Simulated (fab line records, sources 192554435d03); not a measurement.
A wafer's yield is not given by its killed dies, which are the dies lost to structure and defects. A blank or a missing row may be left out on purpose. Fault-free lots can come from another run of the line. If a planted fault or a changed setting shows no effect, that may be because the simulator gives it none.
A lot that was struck, set against a sound lot | flow n5Finfet | 15 out of 1938 route steps
Sound: wafers L955.2, L955.3, L955.5. Wafers struck: L962.4, L962.5. Last of all comes the cause.
At each step with rows: each side's tool, then ch and its chambers, then its first start. Under that, the readings that differ: sound wafers | struck wafers | difference of the means | sigmas: that difference in standard deviations of wafers without a fault.
alike: same words and numbers on both sides, and readings whose means sit less than 2 such deviations apart. not compared: any withheld reading, any reading some wafer has no value for, any bound like >300 that may hide the same value, and any number with overlapping values for which the record gives no deviation.
A row with sigmas, a row that says differs or no value, or rows on one side alone: a step with any of these is where the two part. Non-overlapping numbers with no deviation appear without sigmas and do not part them. A reading that every wafer of one side lacks parts them only if that side has two wafers or more.

first, 2 steps without rows for these wafers: N5_BEOL_M13_ETCH_68 (etches SOC in N2/H2, time 355 s); N5_BEOL_M13_STRIP_69 (strips in N2/H2).
N5_BEOL_M13_TRENCH_ETCH_34: etches SiOC in C4F8/O2/Ar, target depth 413.47 nm, time 162.6 s.
  sound on rieDiel-01 ch 0,1,3, day 11 22:04; struck on rieDiel-01 ch 0,3, day 13 11:46
  alike: chamberPressureMTorr, drypumpMotorCurrentA, oesProductAu, rfVppV, showerheadPlenumPTorr, throttleValvePct
  not compared: rfHoursCounterH
then, 1 step without rows for these wafers: N5_BEOL_M13_STRIP_70 (strips in C4F8/O2/Ar).
N5_BEOL_M13_OCD_MEAS_35:
  sound on ocd-01 at day 11 22:15; struck on ocd-02 at day 13 11:56
  alike: trenchDepthNm
then, 1 step without rows for these wafers: N5_BEOL_M13_STRIP_37 (strips in N2/H2).
N5_BEOL_M13_ETCH_38: etches SiCN in CF4/N2, target depth 67.5 nm, time 71.9 s.
  sound on rieDiel-02 ch 0,2,3, day 11 23:46; struck on rieDiel-05 ch 2,3, day 13 15:41
  alike: chamberPressureMTorr, drypumpMotorCurrentA, oesProductAu, rfVppV, showerheadPlenumPTorr, throttleValvePct
  not compared: rfHoursCounterH
then, 2 steps without rows for these wafers: N5_BEOL_M13_PRECLEAN_39 (cleans in residue remover, time 60 s); N5_BEOL_M13_SRD_40 (time 30 s, dry time 30 s).
N5_BEOL_M13_DEGAS_41: time 60 s.
  sound on pvdSputter-03 at day 12 00:14; struck on pvdSputter-03 at day 13 16:07
  alike: heaterPowerW
then, 1 step without rows for these wafers: N5_BEOL_M13_PRE_CLEAN_42 (time 30 s).
N5_BEOL_M13_SPUTTER_43: material TaN, target thk 15 nm, time 24.19 s.
  sound on pvdSputter-03 at day 12 00:19; struck on pvdSputter-03 at day 13 16:11
  alike: chamberPressurePa, throttleValvePct
N5_BEOL_M13_SPUTTER_44: material Ta, target thk 10 nm, time 16.13 s.
  sound on pvdSputter-03 at day 12 00:24; struck on pvdSputter-03 at day 13 16:16
reading                                    | sound        | struck  | difference | sigmas
model.Ta_of_BEOL_M13_SPUTTER_44.thkNm (nm) | 10 10.4 10.4 | 8.6 8.4 | -1.8       | 
  alike: chamberPressurePa, throttleValvePct
N5_BEOL_M13_SPUTTER_45: material Cu, target thk 80 nm, time 13.33 s.
  sound on pvdSputter-03 at day 12 00:29; struck on pvdSputter-03 at day 13 16:21
  alike: chamberPressurePa, throttleValvePct
N5_PASSIVATION_PROBE_49:
  sound on prober-01 at day 13 02:18; struck on prober-01 at day 14 17:44
reading          | sound    | struck | difference | sigmas
killedAtContacts | 17 23 18 | 4 10   | -12        | -2
killedShort      | 27 25 28 | 48 45  | +20        | +2
  alike: defectLimitedYield, killed_at_M0_to_M3, killed_at_M4_up, killedAtFrontEnd, killedAtOther, killedDies, killedOpen, sort_bin_4_leakage, sort_bin_5_function, sort_bin_6_memory, sortNPass, sortYieldPct

== WHERE THEY PART ==
Only at N5_PASSIVATION_PROBE_49, as far as this record shows.

WHY: what the simulator had put in
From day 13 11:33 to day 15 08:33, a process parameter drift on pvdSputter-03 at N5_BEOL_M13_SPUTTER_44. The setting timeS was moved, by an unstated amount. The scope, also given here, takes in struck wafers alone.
